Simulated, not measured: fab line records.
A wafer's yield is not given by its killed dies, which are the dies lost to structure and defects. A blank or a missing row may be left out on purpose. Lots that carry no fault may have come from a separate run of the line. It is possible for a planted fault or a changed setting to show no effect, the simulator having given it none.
Struck lot and sound lot, side by side    flow n5_finfet    18 steps out of a route of 1938
Sound: these wafers, L479.2, L479.3, L479.5. Struck: wafers L485.2, L485.4, L485.6. The cause is named last.
At each step with rows: each side's tool, then ch and its chambers, then its first start. Under that, the readings that differ: sound wafers    struck wafers    difference of the means    sigmas: that difference in standard deviations of wafers without a fault.
alike: a reading whose means differ by less than 2 such deviations, as well as words and numbers matching on both sides. not compared: withheld readings; readings where some wafer has no value; bounds like >300 that might hide an equal value; numbers whose values overlap and for which the record gives no deviation.
Wherever a step has rows on one side only, a row that says differs or no value, or a row with sigmas, the two part there. Numbers that have no deviation but don't overlap get no sigmas and don't part them. Lack of a reading on every wafer of one side parts them only where that side has two or more wafers.

first, 1 step without rows for these wafers: N5_SD_EPI_N_DEVELOP_08 (develop time 30 s).
N5_SD_EPI_N_CD_MEAS_09 targets a cd of 120 nm.
  sound on cd_sem-02 ch 0, day 4 01:49; struck on cd_sem-03 ch 0, day 5 20:06
  alike: cd_nm
N5_SD_EPI_N_OVL_MEAS_10:
  sound on overlay-02 ch 0, day 4 01:50; struck on overlay-02 ch 0, day 5 20:08
  alike: SD_N_BLK_OVL
N5_SD_EPI_N_INSPECT_11: inspects for defects (macro).
  sound: defect_inspect-01 at day 4 01:52; struck: defect_inspect-02 at day 5 20:09
  alike: raw_defect_count
then, 2 steps without rows for these wafers: N5_SD_EPI_N_DESCUM_14 (chemistry O2, time 7.9 s); N5_SD_EPI_N_ETCH_34 (etches SiARC in CF4, target depth 45.5 nm, time 75.8 s).
N5_SD_EPI_N_ETCH_35: etches SOC in N2/H2, overetch 108 nm, time 486 s.
  sound on rie_diel-04 ch 2,3, day 4 02:02; struck on rie_diel-04 ch 0,2,3, day 5 20:30
  alike: drypump_motor_current_A, oes_product_au, rf_vpp_V, showerhead_plenum_p_Torr, throttle_valve_pct
  not compared: rf_hours_counter_h
then, 1 step without rows for these wafers: N5_SD_EPI_N_STRIP_36 (strips in N2/H2).
N5_SD_EPI_N_ETCHBACK_44: etches SiNx in CH3F/O2, stops on SiO2, target depth 14.5 nm.
  sound on rie_diel-04 ch 2,3, day 4 02:21; struck on rie_diel-04 ch 0,2,3, day 5 20:50
  alike: drypump_motor_current_A, oes_product_au, rf_vpp_V, showerhead_plenum_p_Torr, throttle_valve_pct
  not compared: rf_hours_counter_h
N5_SD_EPI_N_ETCH_45: etches SiOCN in CH3F/O2, target depth 6 nm.
  sound on rie_diel-04 ch 2,3, day 4 02:27; struck on rie_diel-04 ch 0,2,3, day 5 20:56
  alike: drypump_motor_current_A, oes_product_au, rf_vpp_V, showerhead_plenum_p_Torr, throttle_valve_pct
  not compared: rf_hours_counter_h
N5_SD_EPI_N_ETCH_16: etches SiO2 in CHF3/O2, target depth 5 nm.
  sound on rie_diel-04 ch 2,3, day 4 02:33; struck on rie_diel-04 ch 0,2,3, day 5 21:02
  alike: drypump_motor_current_A, oes_product_au, rf_vpp_V, showerhead_plenum_p_Torr, throttle_valve_pct
  not compared: rf_hours_counter_h
then, 1 step without rows for these wafers: N5_SD_EPI_N_STRIP_47 (strips in CHF3/O2).
N5_SD_EPI_N_SD_RECESS_17: chemistry HBr/Cl2/O2, target depth 41 nm, time 23.7 s, bt time 3 s.
  sound on rie_si-01 ch 0,1, day 4 02:37; struck on rie_si-02 ch 1,2, day 5 21:06
  no value came back on the struck wafers for any of 5 readings (HBr_flow_sccm (sccm), O2_flow_sccm (sccm) and others); on the sound wafers HBr_flow_sccm (sccm) reads 150.3 149.9 149.8
reading                                  sound        struck             difference  sigmas
model.Si_of_WELL_APT_EPI_41.thk_nm (nm)  6.2 6.8 6.8  48.74 49.52 49.36  +42.61      
  not compared: rf_hours_counter_h
N5_SD_EPI_N_STRIP_38: strips in N2/H2.
  sound on plasma_asher-01 ch 0,1, day 4 02:43; struck on plasma_asher-02 ch 0,1, day 5 21:11
  alike: drypump_motor_current_A, heater_power_w, oes_product_au
  not compared: rf_hours_counter_h
then, 1 step without rows for these wafers: N5_SD_EPI_N_WET_ETCH_43 (etches SiO2 in dHF, time 14 s, target depth 1.5 nm).
N5_SD_EPI_N_STRIP_18: strips in SPM, time 750 s.
  sound on wet_bench-06 ch 4,5,7, day 4 02:49; struck on wet_bench-01 ch 2,4,7, day 5 21:17
reading                                  sound        struck        difference  sigmas
model.Si_of_WELL_APT_EPI_41.thk_nm (nm)  5.8 6.6 6.4  48.4 49.2 49  +42.6       
then, 1 step without rows for these wafers: N5_SD_EPI_N_SRD_20 (time 30 s).
N5_PASSIVATION_PROBE_49:
  sound wafers here have rows in the record (prober-02, day 17 07:26); struck ones have none

WHERE THEY PART
Earliest at N5_SD_EPI_N_SD_RECESS_17; latest, in this record, at N5_PASSIVATION_PROBE_49.

WHY: the cause the simulator had injected
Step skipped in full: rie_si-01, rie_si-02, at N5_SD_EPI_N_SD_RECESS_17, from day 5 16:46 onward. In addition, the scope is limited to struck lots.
